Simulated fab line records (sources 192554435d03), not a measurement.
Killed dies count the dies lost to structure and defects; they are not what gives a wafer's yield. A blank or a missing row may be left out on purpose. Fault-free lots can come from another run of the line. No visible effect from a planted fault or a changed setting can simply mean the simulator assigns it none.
Chamber matching | flow n5Finfet | 3 sister chambers for N5_BEOL_M13_ILD_DEP_00 on pecvd-02
The step deposits SiOC from DEMS/O2, target thk 837.92 nm, time 166.4 s. 16 wafers are shown with their chamber, then 8 later ones without.

## WAFERS PAIRED WITH THEIR CHAMBERS
wafer  | chamber | heaterPowerW (W) | throttleValvePct (%) | showerheadPlenumPTorr (Torr)
L075.1 | 0       | 346              | 12.3                 | 5.697
L075.4 | 1       | 286              | 10.6                 | 5.696
L075.6 | 0       | 373              | 12.2                 | 5.707
L077.2 | 1       | 302              | 11.2                 | 5.710
L077.3 | 0       | 368              | 12.3                 | 5.707
L077.6 | 2       | 507              | 11.9                 | 5.654
L084.1 | 1       | 340              | 10.6                 | 5.704
L084.2 | 2       | 506              | 12.1                 | 5.676
L084.3 | 1       | 359              | 10.9                 | 5.706
L091.2 | 0       | 363              | 12.3                 | 5.705
L091.4 | 1       | 335              | 10.7                 | 5.710
L091.5 | 0       | 380              | 12.1                 | 5.719
L086.2 | 0       | 356              | 12.1                 | 5.706
L086.3 | 1       | 334              | 10.6                 | 5.692
L086.4 | 1       | 336              | 10.7                 | 5.702
L087.2 | 0       | 331              | 12.3                 | 5.709

SIGNATURES (averages over the wafers above)
reading               | chamber 0 | chamber 1 | chamber 2 | scatter within a chamber
heaterPowerW          | 359.57    | 327.43    | 506.50    | 20.4
throttleValvePct      | 12.229    | 10.757    | 12.000    | 0.169
showerheadPlenumPTorr | 5.70714   | 5.70286   | 5.66500   | 0.00771
Rule: a wafer's distance from a chamber is the root of the sum, over the readings, of the square of ((its reading less the chamber's mean) divided by the reading's scatter). The wafer belongs to the nearest chamber; if the next one is less than 2 further off, it can't be placed. The scatter: take each reading less its chamber's mean, square it, sum over the shown wafers, divide by the number of wafers less the number of chambers, and take the root.

## WAFERS WITHOUT THEIR CHAMBER
wafer  | heaterPowerW (W) | throttleValvePct (%) | showerheadPlenumPTorr (Torr)
L087.4 | 471              | 12.2                 | 5.667
L087.6 | 365              | 12.1                 | 5.711
L093.2 | 293              | 10.9                 | 5.706
L093.3 | 506              | 12.1                 | 5.659
L093.4 | 326              | 10.8                 | 5.697
L096.1 | 360              | 12.1                 | 5.715
L096.2 | 360              | 11.0                 | 5.705
L096.6 | 457              | 12.3                 | 5.670

## WHICH CHAMBER EACH WENT THROUGH
wafer  | from the rows above | in truth
L087.4 | 2                   | 2
L087.6 | 0                   | 0
L093.2 | 1                   | 1
L093.3 | 2                   | 2
L093.4 | 1                   | 1
L096.1 | 0                   | 0
L096.2 | 1                   | 1
L096.6 | 2                   | 2
8 of 8 placed correctly. Not placeable from these rows: 0. 0 placed wrongly.
